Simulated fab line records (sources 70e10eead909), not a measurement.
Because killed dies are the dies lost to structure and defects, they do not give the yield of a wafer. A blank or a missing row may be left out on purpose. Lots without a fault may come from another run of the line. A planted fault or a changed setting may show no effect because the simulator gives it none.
One fault seen from 2 desks    flow nand harc    only its own numbers are on each desk; what lay behind them is given at the end

== FOR THE TOOL OWNER'S DESK: rie diel-01 ==
The tool's own readings at NHARC_A_M1_ETCH_35 (etches the open film in N2/H2, target depth 40 nm, overetch 12 nm, time 43.94 s): means of the sampled wafers that have a number, for each lot that ran on this tool. Any lot whose mean is over 4 standard deviations away from the usual mean is out of limits and marked OUT; that distance is given in the brackets.
Columns: A = bias w at NHARC_A_M1_ETCH_35, usual 150.0 W; B = drypump motor current A at NHARC_A_M1_ETCH_35, usual 5.7 A; C = oes product au at NHARC_A_M1_ETCH_35, usual 0.998 a.u.; D = rf vpp V at NHARC_A_M1_ETCH_35, usual 430.9 V; E = run length s at NHARC_A_M1_ETCH_35, usual 65.5 s; F = showerhead plenum p Torr at NHARC_A_M1_ETCH_35, usual 2.05 Torr; G = throttle valve pct at NHARC_A_M1_ETCH_35, usual 14.171 %
lot   first seen here  A      B    C      D      E               F     G
L791  day 17 15:56     149.5  5.8  1.004  430.4  65.5            2.02  14.175
L792  day 18 03:06     150.0  5.6  0.996  429.8  56.9 (-20) OUT  2.01  14.171
L797  day 18 23:54     150.2  5.9  0.996  430.4  60.9 (-10) OUT  2.02  14.169
L809  day 22 05:38     150.1  5.7  0.993  431.1  65.2            2.06  14.173
L812  day 23 08:43     150.4  5.9  1.000  431.9  65.7            2.09  14.172
L813  day 24 03:57     150.0  5.9  0.990  430.0  65.0            2.02  14.171
This desk finds L792, L797 out of limits, L792 being first, at day 18 03:06 (run length s at NHARC_A_M1_ETCH_35). L791, L809, L812, L813: within limits.

== AT THE METROLOGY DESK ==
Lot by lot, what the gauges showed, no matter which tool ran the lot: averages of those sampled wafers that carry a number. Any lot whose mean is over 4 standard deviations away from the usual mean is out of limits and marked OUT; that distance is given in the brackets.
Columns: A = cd nm at NHARC_A_M0_CD_MEAS_16, usual 79.5 nm
lot   first seen here  A
L791  day 17 11:58     79.1
L790  day 17 15:17     80.2
L792  day 17 23:22     79.8
L797  day 18 20:05     79.6
L804  day 20 12:13     79.5
L806  day 21 00:52     80.6
L805  day 21 13:37     80.4
L809  day 22 01:47     79.6
L807  day 22 07:32     80.3
L812  day 23 04:08     79.6
L811  day 23 14:07     79.6
L813  day 24 00:07     79.1
This desk's finding: nothing out of limits on any of the 12 lots.

== TAKEN TOGETHER ==
The tool owner's desk had the chance to raise an alarm at day 18 03:06 on L792, L797.
The metrology desk saw nothing out of limits.
The metrology desk holds a record of L792, L797, inside its limits.
The lots listed all ran NHARC_A_M1_ETCH_35 on rie diel-01.

== WHAT THE SIMULATOR HAD PUT IN ==
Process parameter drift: rie diel-01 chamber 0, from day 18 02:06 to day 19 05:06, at NHARC_A_M1_ETCH_35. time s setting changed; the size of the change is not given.
Struck lots among those shown: L792, L797.
Hours from the fault's start to each desk's first reading out of limits: the tool owner's desk, 1.
